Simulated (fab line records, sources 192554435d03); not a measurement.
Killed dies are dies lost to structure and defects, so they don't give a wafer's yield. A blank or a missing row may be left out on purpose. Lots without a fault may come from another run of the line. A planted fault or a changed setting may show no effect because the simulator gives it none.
fab line records | flow n5_finfet | part 1 of 2: steps 1 to 4 of 6
record lots=24 wafers=72 last_day=18
route steps=1938 shown MOL_CONTACT_COAG@617 BEOL_M0_SAQP@654 BEOL_M0@718
lots that met no fault: from a run of the same line without faults
start_h: hours from the record's first day to the start of the lot's first wafer shown | wait_h: hours since the lot's step before | " the same as in the row above | L1.1+2: a row that stands for several wafers | - no value, or no start given | * or withheld: withheld | < > ~ a bound
route shown NAME@n: a module of which the file shows steps, and the number in the route of the first | usual: mean/standard deviation of fault-free wafers | same: alike in all rows | chamber/n: place in a boat | sites: the reading at each site | _std_site: their standard deviation | _edge_site: outer sites' mean less inner sites' | radius_mm: how far each site lies from the wafer's centre | mask NAME#n: copy n | behind: the tool/chamber that last shaped the wafer | hold: why the lot was held/for how many hours/how that ended | device: the transistor (n, p or np) that didn't switch | end of line: the same wafers' tests at the end of the route | a step without rows: its recipe alone | killed: dies lost to structure and defects at the first sort, not the wafer's yield | map: a wafer's dies, x killed, . not, _ none there
set.NAME: the setting as run; set.NAME@STEP: as run at that earlier step | model.NAME: the simulator's own value behind a step, which no gauge read
steps of the route over a sample of lots; a table a step, a row a wafer
services: from which hour (start_h, from the record's first day; less than 0 if before it) a tool's chamber was out of use, for how many hours, and why
## steps
# step N5_MOL_CONTACT_COAG_ETCH_48
# recipe chemistry=C4F6/O2 target_depth_a=150 overetch_a=45 mask_material=SOC target=SiOC bias_w=465 pressure_mtorr=10 time_s=17 source_w=335 Ar_flow_sccm=300 C4F6_flow_sccm=10 O2_flow_sccm=10 ion_energy_ev=576
# usual C4F6_flow_sccm=9.994/0.03 drypump_motor_current_A=5.5/0.55 oes_product_au=0.67/0.058 rf_vpp_V=1588/36 showerhead_plenum_p_Torr=2.89/0.1 throttle_valve_pct=40.7/0.33
# columns lot.wafer tool chamber start_h wait_h C4F6_flow_sccm drypump_motor_current_A oes_product_au rf_hours_counter_h rf_vpp_V showerhead_plenum_p_Torr throttle_valve_pct
L076.1 rie_diel-05 3 120.04 0.0 9.972 4.6 0.77 42 1597 3.01 41.0
L076.3 " 2 " " 10.017 5.6 0.71 28 1621 3.03 40.5
L076.6 " 2 " " 9.986 5.6 0.71 - 1620 3.03 40.5
L075.2 rie_diel-01 2 120.18 0.0 9.996 5.0 0.62 158 1605 2.95 40.3
L075.4 " 1 " " 9.971 5.2 0.73 27 1604 2.90 40.7
L075.6 " 0 " " 10.010 6.4 0.66 - 1613 2.87 40.2
L077.1 rie_diel-05 1 127.34 0.0 10.009 5.6 0.71 56 1528 2.76 40.6
L077.3 " 2 " " 10.025 5.6 0.79 31 1620 3.03 40.5
L077.6 " 0 " " 9.919 6.1 0.68 - 1543 2.77 41.0
L078.3 rie_diel-05 1 130.49 0.0 10.001 5.7 0.69 57 1528 2.76 40.6
L078.4 " 0 " " 10.002 6.2 0.68 68 1543 2.77 40.9
L078.5 " 1 " " 10.018 5.7 0.75 - 1527 2.76 40.6
L074.1 rie_diel-03 0 132.50 0.0 9.989 5.7 0.62 125 1589 2.95 40.8
L074.5 " 3 " " 9.965 6.3 0.58 - 1531 2.73 41.1
L074.6 " 0 " " 9.951 5.7 0.64 - 1591 2.95 40.8
L079.3 rie_diel-05 2 132.78 0.0 9.945 5.6 0.73 32 1621 3.03 40.5
L079.4 " 3 " " 9.986 4.6 0.71 46 1597 3.01 41.0
L079.6 " 3 " " 9.983 4.6 0.71 - 1599 3.01 41.0
L080.1 rie_diel-05 3 136.90 0.0 10.005 4.6 0.73 48 1598 3.01 41.0
L080.3 " 0 " " 10.027 6.2 0.72 71 1544 2.77 41.0
L080.6 " 1 " " 10.038 5.7 0.72 - 1528 2.76 40.6
L081.2 rie_diel-05 3 139.58 0.0 9.996 4.6 0.72 49 1598 3.01 41.0
L081.3 " 2 " " 10.047 5.6 0.76 35 1620 3.03 40.5
L081.5 " 1 " " 10.006 5.7 0.67 - 1528 2.76 40.6
L082.1 rie_diel-01 1 148.92 0.0 10.039 5.2 0.72 38 1603 2.89 40.7
L082.2 " 3 " " 9.988 5.3 0.56 178 1628 2.95 40.6
L082.4 " 0 " " 9.987 6.4 0.65 90 1613 2.87 40.2
L083.1 rie_diel-05 2 156.15 0.0 9.980 5.6 0.69 39 1621 3.02 40.5
L083.2 " 3 " " 9.977 4.6 0.68 54 1599 3.01 41.0
L083.4 " 1 " " 10.003 5.7 0.66 - 1527 2.76 40.6
L084.1 rie_diel-01 3 164.50 0.0 9.985 5.3 0.64 182 1626 2.95 40.6
L084.2 " 1 " " 9.981 5.2 0.72 43 1602 2.89 40.7
L084.6 " 3 " " 9.979 5.3 0.65 - 1627 2.95 40.6
L085.2 rie_diel-01 3 168.21 0.0 9.992 5.3 0.59 183 1627 2.95 40.6
L085.3 " 0 " " 10.025 6.3 0.60 96 1613 2.86 40.2
L085.6 " 1 " " 9.990 5.2 0.65 - 1604 2.89 40.7
L086.1 rie_diel-05 2 179.77 0.0 9.985 5.6 0.73 50 1622 3.02 40.5
L086.3 " 3 " " 9.995 4.6 0.63 65 1597 3.00 41.0
L086.6 " 3 " " 10.011 4.6 0.73 - 1599 3.00 41.0
L087.1 rie_diel-01 0 186.20 0.0 10.081 6.4 0.69 101 1613 2.86 40.3
L087.3 " 3 " " 10.014 5.3 0.57 191 1625 2.95 40.6
L087.6 " 3 " " 9.993 5.3 0.56 - 1625 2.95 40.6
L088.2 rie_diel-05 2 188.43 0.0 10.036 5.6 0.68 54 1620 3.02 40.5
L088.3 " 0 " " 9.994 6.2 0.68 80 1542 2.76 41.0
L088.5 " 2 " " 10.022 5.6 0.68 - 1621 3.02 40.5
L090.1 rie_diel-01 2 195.55 0.0 9.988 5.0 0.62 185 1605 2.94 40.3
L090.4 " 0 " " 10.018 6.4 0.66 105 1612 2.86 40.3
L090.5 " 2 " " 10.016 4.9 0.56 - 1605 2.94 40.3
L089.2 rie_diel-03 0 198.26 0.0 9.984 5.7 0.59 150 1589 2.94 40.8
L089.3 " 3 " " 9.992 6.3 0.50 243 1529 2.72 41.0
L089.4 " 1 " " 10.019 5.2 0.61 121 1589 2.85 40.6
L091.3 rie_diel-01 3 208.03 0.0 10.026 5.3 0.56 199 1625 2.94 40.6
L091.5 " 3 " " 9.978 5.4 0.60 - 1625 2.94 40.6
L091.6 " 2 " " 10.044 4.9 0.58 - 1604 2.93 40.3
L092.3 rie_diel-05 0 208.82 0.0 9.962 6.2 0.68 86 1543 2.76 41.0
L092.4 " 2 " " 10.039 5.6 0.70 60 1619 3.02 40.5
L092.6 " 0 " " 9.994 6.2 0.67 - 1543 2.76 41.0
L093.1 rie_diel-03 2 213.15 0.0 9.992 5.3 0.64 132 1634 2.87 41.7
L093.2 " 3 " " 10.016 6.3 0.54 248 1530 2.72 41.1
L093.4 " 0 " " 9.987 5.7 0.61 155 1588 2.94 40.8
L094.1 rie_diel-01 1 221.79 0.0 9.975 5.2 0.73 65 1603 2.88 40.8
L094.2 " 0 " " 9.985 6.4 0.67 114 1611 2.86 40.3
L094.5 " 2 " " 9.998 4.9 0.60 - 1604 2.93 40.3
L095.2 rie_diel-05 2 230.54 0.0 9.968 5.6 0.67 66 1618 3.01 40.5
L095.3 " 0 " " 9.910 6.2 0.71 93 1543 2.76 41.0
L095.4 " 1 " " 10.016 5.7 0.68 88 1527 2.75 40.6
L096.2 rie_diel-05 2 238.82 0.0 9.942 5.6 0.74 69 1620 3.01 40.5
L096.3 " 0 " " 9.979 6.1 0.65 96 1542 2.76 41.0
L096.4 " 1 " " 10.047 5.7 0.69 90 1529 2.74 40.6
L097.2 rie_diel-05 0 246.27 0.0 9.963 6.2 0.68 99 1544 2.76 41.0
L097.4 " 2 " " 9.922 5.6 0.70 72 1619 3.01 40.5
L097.5 " 3 " " 10.033 4.6 0.65 - 1598 2.99 41.0
# step N5_MOL_CONTACT_COAG_CD_MEAS_101
# recipe target_cd_nm=16
# usual cd_nm=16.0/0.32
# columns lot.wafer tool chamber start_h wait_h cd_nm
L076.1 cd_sem-03 - 120.32 0.0 16.4
L076.3 " - " " 15.8
L076.6 " - " " 16.3
L075.2 cd_sem-01 - 120.46 0.0 16.0
L075.4 " - " " 16.3
L075.6 " - " " 15.4
L077.1 cd_sem-01 - 127.68 0.0 15.8
L077.3 " - " " 16.5
L077.6 " - " " 15.9
L078.3 cd_sem-03 - 130.78 0.0 15.3
L078.4 " - " " 15.9
L078.5 " - " " 15.8
L074.1 cd_sem-01 - 132.79 0.0 15.7
L074.5 " - " " 15.8
L074.6 " - " " 16.1
L079.3 cd_sem-02 - 133.07 0.0 16.0
L079.4 " - " " 16.1
L079.6 " - " " 15.9
L080.1 cd_sem-03 - 137.18 0.0 16.8
L080.3 " - " " 16.2
L080.6 " - " " 15.6
L081.2 cd_sem-02 - 139.87 0.0 16.3
L081.3 " - " " 16.5
L081.5 " - " " 16.0
L082.1 cd_sem-03 - 149.21 0.0 16.0
L082.2 " - " " 16.1
L082.4 " - " " 15.6
L083.1 cd_sem-01 - 156.44 0.0 16.0
L083.2 " - " " 16.1
L083.4 " - " " 15.8
L084.1 cd_sem-02 - 164.78 0.0 15.8
L084.2 " - " " 15.5
L084.6 " - " " 15.8
L085.2 cd_sem-03 - 168.49 0.0 15.8
L085.3 " - " " 15.9
L085.6 " - " " 15.4
L086.1 cd_sem-01 - 180.05 0.0 16.2
L086.3 " - " " 16.6
L086.6 " - " " 16.1
L087.1 cd_sem-03 - 186.52 0.0 15.3
L087.3 " - " " 16.1
L087.6 " - " " 16.1
L088.2 cd_sem-01 - 188.71 0.0 16.0
L088.3 " - " " 15.9
L088.5 " - " " 16.5
L090.1 cd_sem-01 - 195.83 0.0 15.8
L090.4 " - " " 15.4
L090.5 " - " " 15.5
L089.2 cd_sem-02 - 198.54 0.0 16.4
L089.3 " - " " 15.7
L089.4 " - " " 15.8
L091.3 cd_sem-01 - 208.32 0.0 16.4
L091.5 " - " " 16.0
L091.6 " - " " 15.8
L092.3 cd_sem-02 - 209.10 0.0 15.4
L092.4 " - " " 16.5
L092.6 " - " " 15.6
L093.1 cd_sem-03 - 213.43 0.0 15.7
L093.2 " - " " 15.2
L093.4 " - " " 16.4
L094.1 cd_sem-03 - 222.07 0.0 16.0
L094.2 " - " " 15.5
L094.5 " - " " 16.1
L095.2 cd_sem-03 - 230.82 0.0 16.0
L095.3 " - " " 16.0
L095.4 " - " " 16.2
L096.2 cd_sem-03 - 239.10 0.0 15.9
L096.3 " - " " 15.8
L096.4 " - " " 16.1
L097.2 cd_sem-02 - 246.56 0.0 15.6
L097.4 " - " " 16.5
L097.5 " - " " 16.1
# step N5_MOL_CONTACT_COAG_CVD_140
# recipe material=W target_thk_a=665 mode=selective_fill temp_c=300 time_s=215
# usual heater_power_w=457/39 susceptor_temp_C=299.98/0.17
# columns lot.wafer tool chamber start_h wait_h heater_power_w since_wet_clean_h susceptor_temp_C
L076.1 cvd_w-02 0 120.45 0.1 447 288 300.02
L076.3 " 1 " " 493 - 300.10
L076.6 " 1 " " 503 - 300.10
L075.2 cvd_w-01 0 120.59 0.1 400 803 300.03
L075.4 " 1 " " 489 - 300.10
L075.6 " 1 " " 495 - 300.08
L077.1 cvd_w-02 0 127.81 0.1 444 296 300.06
L077.3 " 1 " " 503 - 300.03
L077.6 " 0 " " 452 - 300.01
L078.3 cvd_w-01 0 130.99 0.1 393 - 299.81
L078.4 " 1 " " 494 - 300.23
L078.5 " 0 " " 393 - 299.85
L074.1 cvd_w-02 1 132.92 0.1 487 301 300.22
L074.5 " 1 " " 492 - 300.04
L074.6 " 0 " " 445 - 300.06
L079.3 cvd_w-01 1 133.28 0.1 496 - 299.59
L079.4 " 0 " " 397 - 300.10
L079.6 " 0 " " 395 - 300.29
L080.1 cvd_w-02 0 137.31 0.1 449 305 299.98
L080.3 " 0 " " 452 - 300.00
L080.6 " 0 " " 457 - 299.99
L081.2 cvd_w-01 1 140.00 0.1 482 822 300.05
L081.3 " 1 " " 482 - 300.13
L081.5 " 0 " " 407 - 299.94
L082.1 cvd_w-01 1 149.34 0.1 497 831 299.83
L082.2 " 0 " " 391 831 300.25
L082.4 " 1 " " 484 - 300.05
L083.1 cvd_w-02 0 156.66 0.1 446 325 299.57
L083.2 " 0 " " 451 - 299.78
L083.4 " 0 " " 453 - 299.84
L084.1 cvd_w-01 0 164.91 0.1 403 847 299.97
L084.2 " 1 " " 487 847 300.27
L084.6 " 0 " " 401 - 299.90
L085.2 cvd_w-01 1 168.62 0.1 486 851 300.07
L085.3 " 1 " " 495 - 299.83
L085.6 " 1 " " 485 - 299.80
L086.1 cvd_w-02 1 180.18 0.1 495 348 300.03
L086.3 " 0 " " 445 - 299.86
L086.6 " 0 " " 458 - 300.01
L087.1 cvd_w-02 0 186.65 0.1 460 355 300.08
L087.3 " 0 " " 453 - 300.02
L087.6 " 0 " " 453 - 300.12
L088.2 cvd_w-02 1 188.84 0.1 498 357 300.10
L088.3 " 0 " " 454 - 299.94
L088.5 " 1 " " 503 - 299.98
L090.1 cvd_w-02 0 195.96 0.1 443 364 299.99
L090.4 " 1 " " 510 - 299.86
L090.5 " 0 " " 449 - 300.03
L089.2 cvd_w-01 1 198.67 0.1 506 881 299.96
L089.3 " 1 " " 485 - 299.94
L089.4 " 0 " " 404 - 300.00
L091.3 cvd_w-02 0 208.52 0.1 441 - 299.94
L091.5 " 0 " " 436 - 300.43
L091.6 " 1 " " 496 - 300.24
L092.3 cvd_w-01 0 209.31 0.1 410 - 299.99
L092.4 " 1 " " 489 - 300.06
L092.6 " 0 " " 402 - 300.05
L093.1 cvd_w-01 0 213.57 0.1 407 896 299.86
L093.2 " 1 " " 481 896 299.94
L093.4 " 0 " " 403 - 299.78
L094.1 cvd_w-01 0 222.20 0.1 399 904 300.04
L094.2 " 1 " " 488 904 300.01
L094.5 " 1 " " 493 - 299.93
L095.2 cvd_w-01 0 230.96 0.1 397 913 300.14
L095.3 " 0 " " 404 - 299.74
L095.4 " 1 " " 486 - 299.77
L096.2 cvd_w-02 0 239.23 0.1 444 407 299.71
L096.3 " 0 " " 457 - 299.71
L096.4 " 1 " " 506 - 299.99
L097.2 cvd_w-02 1 246.69 0.1 505 415 299.85
L097.4 " 1 " " 486 - 300.02
L097.5 " 0 " " 458 - 300.18
# step N5_BEOL_M0_SAQP_ETCH_84
# recipe chemistry=N2/H2 target=SOC target_depth_a=1000 overetch_a=200 mask_material=SiARC temp_c=40 time_s=150 ion_energy_ev=200 pressure_mtorr=30 source_w=840 bias_w=150 n2_flow_sccm=200 h2_flow_sccm=200
# usual drypump_motor_current_A=5.9/0.32 oes_product_au=0.72/0.085 rf_vpp_V=524.0/2.7 showerhead_plenum_p_Torr=2.55/0.093 throttle_valve_pct=17.86/0.29
# columns lot.wafer tool chamber start_h wait_h drypump_motor_current_A oes_product_au rf_hours_counter_h rf_vpp_V showerhead_plenum_p_Torr throttle_valve_pct
L076.1 rie_diel-06 2 126.39 0.0 5.9 0.68 117 525.8 2.67 17.58
L076.3 " 1 " " 5.9 0.62 234 520.1 2.39 18.03
L076.6 " 0 " " 5.9 0.82 - 524.9 2.60 17.30
L075.2 rie_diel-06 3 128.68 0.0 5.9 0.77 52 522.8 2.48 18.23
L075.4 " 2 " " 5.9 0.69 117 527.2 2.67 17.56
L075.6 " 3 " " 5.9 0.77 - 522.9 2.48 18.23
L077.1 rie_diel-04 0 133.28 0.0 6.3 0.62 238 519.1 2.41 18.20
L077.3 " 3 " " 5.4 0.77 43 524.7 2.60 17.60
L077.6 " 0 " " 6.3 0.62 - 519.4 2.41 18.19
L078.3 rie_diel-02 0 138.94 0.0 6.5 0.65 209 519.5 2.40 17.97
L078.4 " 3 " " 5.9 0.82 22 524.3 2.60 17.71
L078.5 " 3 " " 5.9 0.82 - 526.5 2.60 17.70
L074.1 rie_diel-02 3 139.94 0.0 5.9 0.83 23 525.0 2.60 17.70
L074.5 " 1 " " 5.9 0.68 - 525.2 2.55 18.12
L074.6 " 2 " " 5.3 0.85 - 524.1 2.60 17.78
L079.3 rie_diel-06 0 139.95 0.0 5.9 0.82 17 525.4 2.60 17.34
L079.4 " 2 " " 6.0 0.69 122 526.9 2.67 17.58
L079.6 " 2 " " 6.0 0.68 - 526.8 2.66 17.59
L080.1 rie_diel-04 0 143.53 0.0 6.3 0.62 242 519.9 2.41 18.21
L080.3 " 3 " " 5.4 0.76 48 524.8 2.60 17.62
L080.6 " 1 " " 5.8 0.61 - 522.6 2.52 18.12
L081.2 rie_diel-04 3 148.84 0.0 5.4 0.76 49 524.1 2.60 17.63
L081.3 " 1 " " 5.8 0.62 232 523.1 2.52 18.12
L081.5 " 0 " " 6.3 0.62 - 521.2 2.41 18.21
L082.1 rie_diel-04 3 158.41 0.0 5.5 0.76 53 525.1 2.60 17.64
L082.2 " 0 " " 6.3 0.62 248 519.0 2.40 18.21
L082.4 " 3 " " 5.4 0.75 - 525.2 2.60 17.66
L083.1 rie_diel-06 3 162.99 0.0 5.9 0.76 62 523.3 2.48 18.25
L083.2 " 2 " " 6.0 0.67 127 528.8 2.66 17.60
L083.4 " 1 " " 5.9 0.62 244 520.9 2.39 18.05
L084.1 rie_diel-02 3 172.20 0.0 5.9 0.80 33 525.5 2.60 17.75
L084.2 " 2 " " 5.2 0.83 21 524.7 2.60 17.78
L084.6 " 0 " " 6.5 0.64 - 520.8 2.40 18.00
L085.2 rie_diel-02 1 174.05 0.0 5.9 0.67 147 525.2 2.54 18.17
L085.3 " 2 " " 5.2 0.83 21 526.6 2.60 17.78
L085.6 " 3 " " 5.9 0.81 - 524.9 2.60 17.73
L086.1 rie_diel-04 0 185.84 0.0 6.3 0.61 258 520.5 2.40 18.23
L086.3 " 3 " " 5.4 0.74 63 525.4 2.59 17.66
L086.6 " 1 " " 5.8 0.60 - 523.0 2.51 18.14
L087.1 rie_diel-04 1 193.57 0.0 5.8 0.60 249 521.3 2.51 18.15
L087.3 " 3 " " 5.4 0.74 66 524.9 2.59 17.67
L087.6 " 0 " " 6.3 0.61 - 518.6 2.40 18.22
L088.2 rie_diel-06 0 197.42 0.0 5.9 0.78 35 525.9 2.59 17.34
L088.3 " 3 " " 5.9 0.76 74 522.2 2.47 18.26
L088.5 " 2 " " 5.9 0.67 - 527.3 2.66 17.60
L090.1 rie_diel-02 1 202.85 0.0 5.9 0.68 154 522.9 2.54 18.17
L090.4 " 3 " " 5.9 0.80 43 524.3 2.60 17.75
L090.5 " 3 " " 5.9 0.79 - 525.1 2.60 17.75
L089.2 rie_diel-06 1 204.44 0.0 5.9 0.91 1 528.2 2.71 17.66
L089.3 " 0 " " 5.9 0.77 37 524.9 2.59 17.37
L089.4 " 3 " " 5.9 0.75 77 522.3 2.47 18.26
L091.3 rie_diel-02 1 213.60 0.0 5.9 0.66 158 524.6 2.54 18.18
L091.5 " 3 " " 5.9 0.78 - 524.9 2.59 17.75
L091.6 " 2 " " 5.2 0.81 - 526.3 2.60 17.80
L092.3 rie_diel-06 2 217.09 0.0 5.9 0.66 146 527.1 2.65 17.61
L092.4 " 3 " " 5.8 0.75 80 521.9 2.47 18.30
L092.6 " 0 " " 5.9 0.77 - 526.2 2.59 17.39
L093.1 rie_diel-06 2 220.54 0.0 6.0 0.66 147 527.3 2.65 17.62
L093.2 " 0 " " 5.8 0.77 42 525.9 2.59 17.37
L093.4 " 1 " " 5.9 0.87 6 529.0 2.70 17.66
L094.1 rie_diel-02 3 232.63 0.0 5.9 0.78 53 524.2 2.59 17.77
L094.2 " 1 " " 5.9 0.67 164 524.6 2.54 18.20
L094.5 " 2 " " 5.3 0.80 - 522.8 2.59 17.80
L095.2 rie_diel-06 0 236.40 0.0 5.9 0.76 46 525.8 2.58 17.39
L095.3 " 1 " " 5.9 0.87 10 528.6 2.70 17.69
L095.4 " 2 " " 5.9 0.66 151 527.7 2.65 17.64
L096.2 rie_diel-06 1 245.77 0.0 5.9 0.85 13 529.3 2.70 17.68
L096.3 " 2 " " 5.9 0.66 153 527.5 2.65 17.63
L096.4 " 3 " " 5.9 0.73 88 522.0 2.47 18.30
L097.2 rie_diel-04 3 253.61 0.0 5.4 0.72 85 524.5 2.58 17.69
L097.4 " 2 " " 5.4 0.69 - 527.9 2.67 17.94
L097.5 " 3 " " 5.4 0.73 - 524.2 2.58 17.69
